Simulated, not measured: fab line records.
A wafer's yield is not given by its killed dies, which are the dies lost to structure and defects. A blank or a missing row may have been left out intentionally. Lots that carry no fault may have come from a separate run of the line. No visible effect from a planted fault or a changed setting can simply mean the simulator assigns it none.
fab line records    flow n5-finfet
record lots=7  wafers=21
route steps=1938 shown PMOS_HMC_CHANNEL_EPI@63 FIN_SAQP@109 DUMMY_GATE@215 SD_EPI_P@301 SDB@350 HKMG_FIN@391 GATE_CUT@469
start-h: start of the lot's first displayed wafer, in hours after the record's first day    wait-h: time in hours since the lot's previous step    " the same as in the row above    L1.1+2: a single row standing in for several wafers    - no value, or no start was given    * or withheld: withheld    < > ~ a bound
route shown NAME@n: a module of which the file shows steps, and the number in the route of the first    usual: mean/standard deviation taken from wafers without a fault    same: alike in all rows    chamber/n: place in a boat    sites: the reading at each site    _std_site: standard deviation across them    _edge_site: outer sites' mean less inner sites'    radius-mm: for every site, how far away it sits from the centre of the wafer    mask NAME#n: copy n    behind: the last tool/chamber to shape the wafer    hold: reason for holding the lot/hours on hold/outcome of the hold    device: the transistor (n, p or np) that didn't switch    end of line: the route-end tests of the same wafers    a step without rows: its recipe alone    killed: count of dies lost to structure and defects at first sort (not the wafer's yield)    map: a wafer's dies, marking killed ones x, the rest . and places with no die _
set.NAME: the run value of the setting; set.NAME@STEP: its run value at that earlier step    model.NAME: the simulator's own value behind a step, which no gauge read
lots where settings were altered on purpose, with a table for each step and a row for each wafer
## steps
# step N5_PMOS_HMC_CHANNEL_EPI_PEB_07
# recipe peb-temp-c=110  peb-time-s=60  resist=CAR-ArF-block
lot.wafer   tool            chamber  start-h  wait-h  set.peb-temp-c
L074.1+2+5  litho-track-04  0        17.82    0.1     110
L078.1+6    litho-track-03  0        41.27    0.1     110
L078.3      "               0        "        "       108.7
L080.1+4+5  litho-track-03  0        53.50    0.1     110
L083.3+5+6  litho-track-04  0        72.17    0.0     110
L085.1+5+6  litho-track-03  0        82.98    0.1     112.6
L088.2+5    litho-track-01  0        101.98   0.0     110
L088.6      "               0        "        "       112.5
L097.1+2    litho-track-03  0        155.03   0.1     110
L097.6      "               0        "        "       107.4
# step N5_PMOS_HMC_CHANNEL_EPI_DEVELOP_08
# recipe develop-time-s=30  developer=TMAH  resist=CAR-ArF-block  dev-temp-c=23  rinse-liquid=diw  dry=air-spin
lot.wafer   tool            chamber  start-h  wait-h  set.develop-time-s
L074.1+2+5  litho-track-04  0        -        -       30
L078.1+3+6  litho-track-03  0        -        -       30
L080.1      litho-track-03  0        -        -       30
L080.4+5    "               0        "        "       24.87
L083.3+5    litho-track-04  0        -        -       30
L083.6      "               0        "        "       25.68
L085.1      litho-track-03  0        -        -       31.87
L085.5+6    "               0        "        "       30
L088.2      litho-track-01  0        -        -       30
L088.5+6    "               0        "        "       23.87
L097.1+2    litho-track-03  0        -        -       30
L097.6      "               0        "        "       26.35
# step N5_PMOS_HMC_CHANNEL_EPI_CD_MEAS_09
# recipe target-cd-nm=237.4  landing-energy-ev=500  detector=se-inlens
# usual cd-nm=236.6/1.2
lot.wafer  tool       chamber  start-h  wait-h  set.peb-temp-c@PMOS_HMC_CHANNEL_EPI_PEB_07  cd-nm
L074.1     cd-sem-03  0        17.89    -       110                                         236.4
L074.2     "          0        "        "       110                                         235.9
L074.5     "          0        "        "       110                                         235.0
L078.1     cd-sem-01  0        41.34    -       110                                         237.8
L078.3     "          0        "        "       108.7                                       232.6
L078.6     "          0        "        "       110                                         236.2
L080.1     cd-sem-01  0        53.57    -       110                                         236.8
L080.4     "          0        "        "       110                                         234.3
L080.5     "          0        "        "       110                                         236.7
L083.3     cd-sem-02  0        72.24    -       110                                         236.4
L083.5     "          0        "        "       110                                         236.3
L083.6     "          0        "        "       110                                         235.6
L085.1     cd-sem-01  0        83.05    -       112.6                                       243.4
L085.5     "          0        "        "       112.6                                       244.0
L085.6     "          0        "        "       112.6                                       244.0
L088.2     cd-sem-03  0        102.05   -       110                                         238.0
L088.5     "          0        "        "       110                                         234.2
L088.6     "          0        "        "       112.5                                       242.4
L097.1     cd-sem-03  0        155.09   -       110                                         235.3
L097.2     "          0        "        "       110                                         234.7
L097.6     "          0        "        "       107.4                                       225.8
# step N5_PMOS_HMC_CHANNEL_EPI_DESCUM_14
# recipe chemistry=O2  time-s=7.9  source-power-w=50  bias-power-w=20  pressure-mtorr=20  rf-frequency-hz=2.712e+07  temp-c=40  resist=CAR-ArF-block  o2-flow-sccm=225
lot.wafer  tool         chamber  start-h  wait-h  set.peb-temp-c@PMOS_HMC_CHANNEL_EPI_PEB_07  model.PMOS_HMC_CHANNEL_EPI.cd-nm
L074.1     rie-diel-01  0        18.51    0.6     110                                         236.4
L074.2     "            2        "        "       110                                         235.9
L074.5     "            1        "        "       110                                         234.7
L078.1     rie-diel-03  2        41.75    0.4     110                                         237.4
L078.3     "            3        "        "       108.7                                       232
L078.6     "            3        "        "       110                                         235.9
L080.1     rie-diel-04  1        54.30    0.7     110                                         237
L080.4     "            3        "        "       110                                         234.3
L080.5     "            3        "        "       110                                         236.9
L083.3     rie-diel-04  0        72.35    0.0     110                                         237
L083.5     "            3        "        "       110                                         236.2
L083.6     "            2        "        "       110                                         235.5
L085.1     rie-diel-01  0        83.34    0.0     112.6                                       243.6
L085.5     "            3        "        "       112.6                                       244
L085.6     "            0        "        "       112.6                                       243.8
L088.2     rie-diel-01  0        102.13   0.0     110                                         238.2
L088.5     "            2        "        "       110                                         234.3
L088.6     "            1        "        "       112.5                                       242.3
L097.1     rie-diel-04  1        155.18   0.0     110                                         235.1
L097.2     "            0        "        "       110                                         234.8
L097.6     "            3        "        "       107.4                                       225.5
# step N5_PMOS_HMC_CHANNEL_EPI_ETCH_32
# recipe chemistry=N2/H2  target=BARC  stop-on=SiO2  target-depth-a=858  over-etch-frac=0.3  time-s=50.3  ion-energy-ev=200  mask-material=CAR-ArF-block  pressure-mtorr=30  source-w=840  bias-w=150  n2-flow-sccm=200  h2-flow-sccm=200
lot.wafer  tool         chamber  start-h  wait-h  set.peb-temp-c@PMOS_HMC_CHANNEL_EPI_PEB_07  model.PMOS_HMC_CHANNEL_EPI.cd-nm
L074.1     rie-diel-01  0        18.54    0.0     110                                         239.5
L074.2     "            2        "        "       110                                         238.3
L074.5     "            1        "        "       110                                         236.9
L078.1     rie-diel-03  2        41.78    0.0     110                                         241.7
L078.3     "            3        "        "       108.7                                       236.9
L078.6     "            3        "        "       110                                         240.7
L080.1     rie-diel-04  1        54.33    0.0     110                                         240.6
L080.4     "            3        "        "       110                                         235.2
L080.5     "            3        "        "       110                                         238
L083.3     rie-diel-04  0        72.38    0.0     110                                         238.8
L083.5     "            3        "        "       110                                         237.4
L083.6     "            2        "        "       110                                         238.9
L085.1     rie-diel-01  0        83.37    0.0     112.6                                       245.8
L085.5     "            3        "        "       112.6                                       246.5
L085.6     "            0        "        "       112.6                                       246.4
L088.2     rie-diel-01  0        102.17   0.0     110                                         241
L088.5     "            2        "        "       110                                         237.8
L088.6     "            1        "        "       112.5                                       245
L097.1     rie-diel-04  1        155.22   0.0     110                                         239.1
L097.2     "            0        "        "       110                                         236.5
L097.6     "            3        "        "       107.4                                       226.3
# step N5_FIN_SAQP_PEB_14
# recipe peb-temp-c=withheld  peb-time-s=60  resist=CAR-ArF
lot.wafer   tool            chamber  start-h  wait-h  set.peb-time-s
L074.1+2+5  litho-track-04  0        23.34    0.1     60
L078.1      litho-track-04  0        45.94    0.1     65.43
L078.3+6    "               0        "        "       60
L080.1      litho-track-05  0        58.20    0.1     51.75
L080.4+5    "               0        "        "       60
L083.3+6    litho-track-05  0        76.34    0.0     68.47
L083.5      "               0        "        "       60
L085.1      litho-track-05  0        89.81    0.1     60
L085.5+6    "               0        "        "       72.05
L088.2+6    litho-track-04  0        106.13   0.0     51.17
L088.5      "               0        "        "       60
L097.1+2+6  litho-track-04  0        160.18   0.1     60
# step N5_FIN_SAQP_DEVELOP_15
# recipe develop-time-s=30  developer=TMAH  resist=CAR-ArF  dev-temp-c=23  rinse-liquid=diw  dry=air-spin
# step N5_FIN_SAQP_CD_MEAS_16
# recipe target-cd-nm=35.6  landing-energy-ev=500  detector=se-inlens
# usual cd-nm=35.5/0.34
lot.wafer  tool       chamber  start-h  wait-h  set.peb-time-s@FIN_SAQP_PEB_14  cd-nm
L074.1     cd-sem-03  0        23.40    -       60                              35.0
L074.2     "          0        "        "       60                              35.0
L074.5     "          0        "        "       60                              35.7
L078.1     cd-sem-01  0        46.01    -       65.43                           34.4
L078.3     "          0        "        "       60                              34.6
L078.6     "          0        "        "       60                              34.8
L080.1     cd-sem-01  0        58.27    -       51.75                           37.8
L080.4     "          0        "        "       60                              35.2
L080.5     "          0        "        "       60                              35.7
L083.3     cd-sem-01  0        76.41    -       68.47                           34.1
L083.5     "          0        "        "       60                              36.3
L083.6     "          0        "        "       68.47                           33.9
L085.1     cd-sem-01  0        89.87    -       60                              35.4
L085.5     "          0        "        "       72.05                           33.0
L085.6     "          0        "        "       72.05                           33.6
L088.2     cd-sem-02  0        106.20   -       51.17                           37.9
L088.5     "          0        "        "       60                              35.3
L088.6     "          0        "        "       51.17                           37.6
L097.1     cd-sem-01  0        160.24   -       60                              35.7
L097.2     "          0        "        "       60                              35.4
L097.6     "          0        "        "       60                              35.8
# step N5_DUMMY_GATE_CVD_03
# recipe material=a-Si  target-thk-a=1500  temp-c=530  precursor=SiH4  time-s=8042
lot.wafer  tool      chamber  start-h  wait-h  set.temp-c  model.a-Si_of_DUMMY_GATE_CVD_03.thk-nm
L074.1     lpcvd-01  1/40     39.34    0.1     530         150.8
L074.2     "         1/45     "        "       530         150.4
L074.5     "         1/59     "        "       530         149.6
L078.1     -         -        -        0.1     530         149.6
L078.3     "         -        "        "       530         150.2
L078.6     "         -        "        "       530         150.8
L080.1     -         -        -        0.1     530         150.8
L080.4     "         -        "        "       530         150.2
L080.5     "         -        "        "       530         150.4
L083.3+6   -         -        -        0.1     511.4       86.2
L083.5     "         -        "        "       511.4       87
L085.1     -         -        -        0.1     537.6       184.6
L085.5     "         -        "        "       537.6       186.2
L085.6     "         -        "        "       537.6       185.6
L088.2     -         -        -        0.1     530         150.8
L088.5     "         -        "        "       530         149.6
L088.6     "         -        "        "       530         149
L097.1     -         -        -        0.1     547.3       244
L097.2     "         -        "        "       547.3       242.6
L097.6     "         -        "        "       547.3       243.6
# step N5_DUMMY_GATE_COAT_28
# recipe resist=underlayer  temp-c=205  time-s=60  spin-rpm=1500  resist-thk-nm=10
lot.wafer   tool            chamber  start-h  wait-h  set.spin-rpm  model.underlayer_of_DUMMY_GATE_COAT_28.thk-nm
L074.1+2+5  litho-track-04  0        -        -       1500          10
L078.1+3+6  litho-track-05  0        -        -       1500          10
L080.1      litho-track-05  0        -        -       1500          10
L080.4      "               0        "        "       1415          10.2
L080.5      "               0        "        "       1415          10.4
L083.3+5+6  litho-track-05  0        -        -       1500          10
L085.1+5+6  litho-track-01  0        -        -       1500          10
L088.2+6    litho-track-01  0        -        -       1500          10
L088.5      "               0        "        "       1638          9.6
L097.1      litho-track-04  0        -        -       1500          10
L097.2+6    "               0        "        "       1411          10.4
# step N5_SD_EPI_P_PEB_07
# recipe peb-temp-c=110  peb-time-s=60  resist=CAR-ArF-block
lot.wafer   tool            chamber  start-h  wait-h  set.peb-time-s
L074.1+2+5  litho-track-04  0        54.76    0.1     60
L078.1+3+6  litho-track-04  0        76.51    0.1     60
L080.1      litho-track-03  0        90.28    0.1     60
L080.4+5    "               0        "        "       69.04
L083.3+5+6  litho-track-01  0        113.00   0.0     60
L085.1+5+6  litho-track-04  0        121.58   0.1     60
L088.2      litho-track-04  0        136.97   0.0     70.89
L088.5+6    "               0        "        "       60
L097.1+2    litho-track-04  0        191.40   0.1     60
L097.6      "               0        "        "       54.44
# step N5_SD_EPI_P_DEVELOP_08
# recipe develop-time-s=30  developer=TMAH  resist=CAR-ArF-block  dev-temp-c=23  rinse-liquid=diw  dry=air-spin
# step N5_SD_EPI_P_CD_MEAS_09
# recipe target-cd-nm=240  landing-energy-ev=500  detector=se-inlens
# usual cd-nm=239.6/1
lot.wafer  tool       chamber  start-h  wait-h  set.peb-time-s@SD_EPI_P_PEB_07  cd-nm
L074.1     cd-sem-02  0        54.83    -       60                              240.2
L074.2     "          0        "        "       60                              238.6
L074.5     "          0        "        "       60                              239.6
L078.1     cd-sem-02  0        76.57    -       60                              238.4
L078.3     "          0        "        "       60                              238.9
L078.6     "          0        "        "       60                              236.9
L080.1     cd-sem-01  0        90.35    -       60                              239.7
L080.4     "          0        "        "       69.04                           243.5
L080.5     "          0        "        "       69.04                           244.0
L083.3     cd-sem-03  0        113.07   -       60                              238.3
L083.5     "          0        "        "       60                              240.2
L083.6     "          0        "        "       60                              240.1
L085.1     cd-sem-02  0        121.64   -       60                              239.1
L085.5     "          0        "        "       60                              238.0
L085.6     "          0        "        "       60                              238.8
L088.2     cd-sem-01  0        137.04   -       70.89                           244.1
L088.5     "          0        "        "       60                              236.6
L088.6     "          0        "        "       60                              238.9
L097.1     cd-sem-02  0        191.46   -       60                              239.2
L097.2     "          0        "        "       60                              240.2
L097.6     "          0        "        "       54.44                           237.2
# step N5_SD_EPI_P_DESCUM_14
# recipe chemistry=O2  time-s=7.9  source-power-w=50  bias-power-w=20  pressure-mtorr=20  rf-frequency-hz=2.712e+07  temp-c=40  resist=CAR-ArF-block  o2-flow-sccm=225
lot.wafer  tool         chamber  start-h  wait-h  set.peb-time-s@SD_EPI_P_PEB_07  model.SD_EPI_P.cd-nm
L074.1     rie-diel-04  1        55.16    0.3     60                              240.2
L074.2     "            2        "        "       60                              238.8
L074.5     "            0        "        "       60                              239.4
L078.1     rie-diel-03  1        76.66    0.0     60                              238.6
L078.3     "            0        "        "       60                              238.4
L078.6     "            1        "        "       60                              237.4
L080.1     rie-diel-01  1        90.44    0.0     60                              240.2
L080.4     "            2        "        "       69.04                           243.2
L080.5     "            1        "        "       69.04                           243.8
L083.3     rie-diel-03  2        113.15   0.0     60                              238.6
L083.5     "            0        "        "       60                              239.8
L083.6     "            1        "        "       60                              240.6
L085.1+6   rie-diel-04  0        121.73   0.0     60                              239
L085.5     "            1        "        "       60                              238
L088.2     rie-diel-01  0        137.13   0.0     70.89                           244.2
L088.5     "            3        "        "       60                              236.4
L088.6     "            2        "        "       60                              238.4
L097.1     rie-diel-04  2        191.55   0.0     60                              238.8
L097.2     "            3        "        "       60                              240.2
L097.6     "            1        "        "       54.44                           237
# step N5_SDB_COAT_05
# recipe resist=CAR-ArF  spin-rpm=1500  resist-thk-nm=90
lot.wafer  tool            chamber  start-h  wait-h  set.spin-rpm  model.CAR-ArF_of_SDB_COAT_05.thk-nm
L074.1+2   litho-track-05  0        -        -       1500          90
L074.5     "               0        "        "       1500          90.2
L078.1     litho-track-04  0        -        -       1500          90.2
L078.3     "               0        "        "       1651          86
L078.6     "               0        "        "       1500          89.8
L080.1     litho-track-04  0        -        -       1500          90.2
L080.4     "               0        "        "       1500          89.6
L080.5     "               0        "        "       1500          90
L083.3     litho-track-05  0        -        -       1500          89.8
L083.5     "               0        "        "       1380          94
L083.6     "               0        "        "       1380          93.8
L085.1     litho-track-04  0        -        -       1379          94.2
L085.5     "               0        "        "       1500          90.6
L085.6     "               0        "        "       1379          94.4
L088.2     litho-track-05  0        -        -       1500          89.8
L088.5     "               0        "        "       1500          90.2
L088.6     "               0        "        "       1652          85.8
L097.1+6   litho-track-05  0        -        -       1500          90.2
L097.2     "               0        "        "       1588          87.8
# step N5_SDB_EBR_07
# recipe solvent=PGMEA  ebr-width-mm=1.5
# step N5_SDB_SOFTBAKE_06
# recipe temp-c=110  time-s=60  resist=CAR-ArF
# step N5_SDB_EXPOSE_08
# recipe mask-id=SDB  na=1.35  source-shape=conventional  sigma-outer=0.5  polarization=unpolarized  dose-mj=49.6
# step N5_SDB_PEB_09
# recipe peb-temp-c=withheld  peb-time-s=60  resist=CAR-ArF
# step N5_SDB_DEVELOP_10
# recipe develop-time-s=30  developer=TMAH  resist=CAR-ArF  rinse-liquid=diw  dry=air-spin  dev-temp-c=23
lot.wafer   tool            chamber  start-h  wait-h  set.spin-rpm@SDB_COAT_05  model.CAR-ArF_of_SDB_COAT_05.thk-nm
L074.1+2+5  litho-track-02  0        -        -       1500                      88.4
L078.1      litho-track-05  0        -        -       1500                      88.6
L078.3      "               0        "        "       1651                      84.2
L078.6      "               0        "        "       1500                      88.2
L080.1+5    litho-track-04  0        -        -       1500                      88.4
L080.4      "               0        "        "       1500                      88
L083.3      litho-track-04  0        -        -       1500                      88.2
L083.5+6    "               0        "        "       1380                      92.2
L085.1+6    litho-track-04  0        -        -       1379                      92.6
L085.5      "               0        "        "       1500                      88.8
L088.2      litho-track-02  0        -        -       1500                      88
L088.5      "               0        "        "       1500                      88.6
L088.6      "               0        "        "       1652                      84
L097.1+6    litho-track-02  0        -        -       1500                      88.4
L097.2      "               0        "        "       1588                      86.2
# step N5_HKMG_FIN_COAT_42
# recipe resist=SiARC  temp-c=220  time-s=60  spin-rpm=1500  resist-thk-nm=35
lot.wafer  tool            chamber  start-h  wait-h  set.spin-rpm  model.SiARC_of_HKMG_FIN_COAT_42.thk-nm
L074.1+2   litho-track-01  0        -        -       1500          35
L074.5     "               0        "        "       1500          34.8
L078.1+3   litho-track-02  0        -        -       1500          35
L078.6     "               0        "        "       1401          36.2
L080.1+4   litho-track-02  0        -        -       1565          34.4
L080.5     "               0        "        "       1500          35.2
L083.3+5   litho-track-01  0        -        -       1500          34.8
L083.6     "               0        "        "       1644          33.4
L085.1+5   litho-track-02  0        -        -       1500          35
L085.6     "               0        "        "       1500          35.2
L088.2+6   litho-track-01  0        -        -       1630          33.6
L088.5     "               0        "        "       1500          35
L097.1+2   litho-track-03  0        -        -       1500          35
L097.6     "               0        "        "       1339          37.2
# step N5_HKMG_FIN_ETCH_54
# recipe chemistry=CF4  target=SiARC  target-depth-a=455  mask-material=CAR-ArF  time-s=75.8  ion-energy-ev=80  pressure-mtorr=40  source-w=545  bias-w=36  Ar_flow_sccm=100  cf4-flow-sccm=100  ends=cleared
# usual rf-vpp-V=184.2/1.2
lot.wafer  tool         chamber  start-h  wait-h  set.source-w  set.spin-rpm@HKMG_FIN_COAT_42  rf-vpp-V  model.etch.depth-nm  model.CAR-ArF_of_HKMG_FIN_COAT_43.thk-nm
L074.1     rie-diel-06  1        73.17    0.0     545           1500                           185.2     34.97                50.8
L074.2     "            3        "        "       545           1500                           182.7     34.92                50.8
L074.5     "            1        "        "       545           1500                           184.3     34.88                50.6
L078.1     rie-diel-05  3        95.45    0.0     545           1500                           183.3     35.03                51.4
L078.3     "            1        "        "       545           1500                           183.4     34.98                51
L078.6     "            0        "        "       545           1401                           185.7     36.15                50.2
L080.1     rie-diel-06  2        110.06   0.0     498.3         1565                           191.1     34.44                51.4
L080.4     "            1        "        "       545           1565                           184.4     34.32                51
L080.5     "            3        "        "       498.3         1500                           190.1     35.2                 50.6
L083.3     rie-diel-05  2        132.13   0.0     545           1500                           186.3     34.79                51.4
L083.5     "            2        "        "       597.1         1500                           181.7     34.82                51.2
L083.6     "            0        "        "       545           1644                           182.7     33.37                52.6
L085.1     rie-diel-06  3        138.81   0.0     497.9         1500                           189.2     35.06                51
L085.5     "            0        "        "       545           1500                           184.6     35.08                51
L085.6     "            3        "        "       545           1500                           184.7     35.13                50.8
L088.2     rie-diel-06  2        157.82   0.0     545           1630                           186.4     33.55                52.6
L088.5     "            2        "        "       619.1         1500                           177.1     34.94                51.6
L088.6     "            3        "        "       619.1         1630                           174.9     33.55                52.8
L097.1     rie-diel-02  0        213.07   0.0     593.2         1500                           178.9     35.05                50.4
L097.2     "            1        "        "       593.2         1500                           178.6     34.97                50.6
L097.6     "            3        "        "       545           1339                           184.6     37.12                48.4
# step N5_GATE_CUT_ETCH_58
# recipe chemistry=CH3F/O2  target=SiNx  target-depth-a=170  time-s=128.6  ion-energy-ev=50  pressure-mtorr=30  source-w=415  bias-w=21  Ar_flow_sccm=150  CH3F_flow_sccm=30  O2_flow_sccm=20
# usual rf-vpp-V=99.1/0.94
lot.wafer  tool         chamber  start-h  wait-h  set.source-w  rf-vpp-V
L074.1     rie-diel-01  2        81.22    0.0     415           98.9
L074.2     "            3        "        "       415           98.7
L074.5     "            1        "        "       415           100.2
L078.1     rie-diel-03  2        103.87   0.0     457.8         96.7
L078.3     "            0        "        "       457.8         95.7
L078.6     "            0        "        "       415           101.1
L080.1     rie-diel-04  1        118.51   0.0     370.1         102.4
L080.4     "            0        "        "       415           99.4
L080.5     "            0        "        "       415           98.7
L083.3     rie-diel-03  0        140.15   0.0     440.2         97.7
L083.5     "            3        "        "       415           99.6
L083.6     "            2        "        "       415           100.7
L085.1     rie-diel-01  3        147.02   0.0     379.5         100.9
L085.5     "            2        "        "       415           99.6
L085.6     "            1        "        "       415           97.4
L088.2     rie-diel-01  2        166.13   0.0     360.5         103.8
L088.5     "            0        "        "       360.5         104.7
L088.6     "            3        "        "       415           97.8
L097.1     rie-diel-03  3        221.31   0.0     371.6         104.8
L097.2     "            1        "        "       415           98.3
L097.6     "            0        "        "       415           101.3
## key
split step=N5_PMOS_HMC_CHANNEL_EPI_PEB_07  setting=peb-temp-c  stated=110  by=wafer
response step=N5_PMOS_HMC_CHANNEL_EPI_CD_MEAS_09  reading=cd-nm  change=+3.38  per=1%  r=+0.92
response step=N5_PMOS_HMC_CHANNEL_EPI_DESCUM_14  reading=model.PMOS_HMC_CHANNEL_EPI.cd-nm  change=+3.41  per=1%  r=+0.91
response step=N5_PMOS_HMC_CHANNEL_EPI_ETCH_32  reading=model.PMOS_HMC_CHANNEL_EPI.cd-nm  change=+3.7  per=1%  r=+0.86
split step=N5_PMOS_HMC_CHANNEL_EPI_DEVELOP_08  setting=develop-time-s  stated=30  by=wafer
response none clear
split step=N5_FIN_SAQP_PEB_14  setting=peb-time-s  stated=60  by=wafer
response step=N5_FIN_SAQP_CD_MEAS_16  reading=cd-nm  change=-0.135  per=1%  r=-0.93
split step=N5_DUMMY_GATE_CVD_03  setting=temp-c  stated=530  by=lot
response step=N5_DUMMY_GATE_CVD_03  reading=model.a-Si_of_DUMMY_GATE_CVD_03.thk-nm  change=+22.9  per=1%  r=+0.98
split step=N5_DUMMY_GATE_COAT_28  setting=spin-rpm  stated=1500  by=wafer
response step=N5_DUMMY_GATE_COAT_28  reading=model.underlayer_of_DUMMY_GATE_COAT_28.thk-nm  change=-0.051  per=1%  r=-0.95
split step=N5_SD_EPI_P_PEB_07  setting=peb-time-s  stated=60  by=wafer
response step=N5_SD_EPI_P_CD_MEAS_09  reading=cd-nm  change=+0.312  per=1%  r=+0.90
response step=N5_SD_EPI_P_DESCUM_14  reading=model.SD_EPI_P.cd-nm  change=+0.306  per=1%  r=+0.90
split step=N5_SDB_COAT_05  setting=spin-rpm  stated=1500  by=wafer
response step=N5_SDB_COAT_05  reading=model.CAR-ArF_of_SDB_COAT_05.thk-nm  change=-0.434  per=1%  r=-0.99
response step=N5_SDB_DEVELOP_10  reading=model.CAR-ArF_of_SDB_COAT_05.thk-nm  change=-0.439  per=1%  r=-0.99
split step=N5_HKMG_FIN_COAT_42  setting=spin-rpm  stated=1500  by=wafer
response step=N5_HKMG_FIN_COAT_42  reading=model.SiARC_of_HKMG_FIN_COAT_42.thk-nm  change=-0.176  per=1%  r=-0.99
response step=N5_HKMG_FIN_ETCH_54  reading=model.etch.depth-nm  change=-0.173  per=1%  r=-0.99
response step=N5_HKMG_FIN_ETCH_54  reading=model.CAR-ArF_of_HKMG_FIN_COAT_43.thk-nm  change=+0.156  per=1%  r=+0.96
split step=N5_HKMG_FIN_ETCH_54  setting=source-w  stated=545  by=wafer
response step=N5_HKMG_FIN_ETCH_54  reading=rf-vpp-V  change=-0.622  per=1%  r=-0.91
split step=N5_GATE_CUT_ETCH_58  setting=source-w  stated=415  by=wafer
response step=N5_GATE_CUT_ETCH_58  reading=rf-vpp-V  change=-0.421  per=1%  r=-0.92
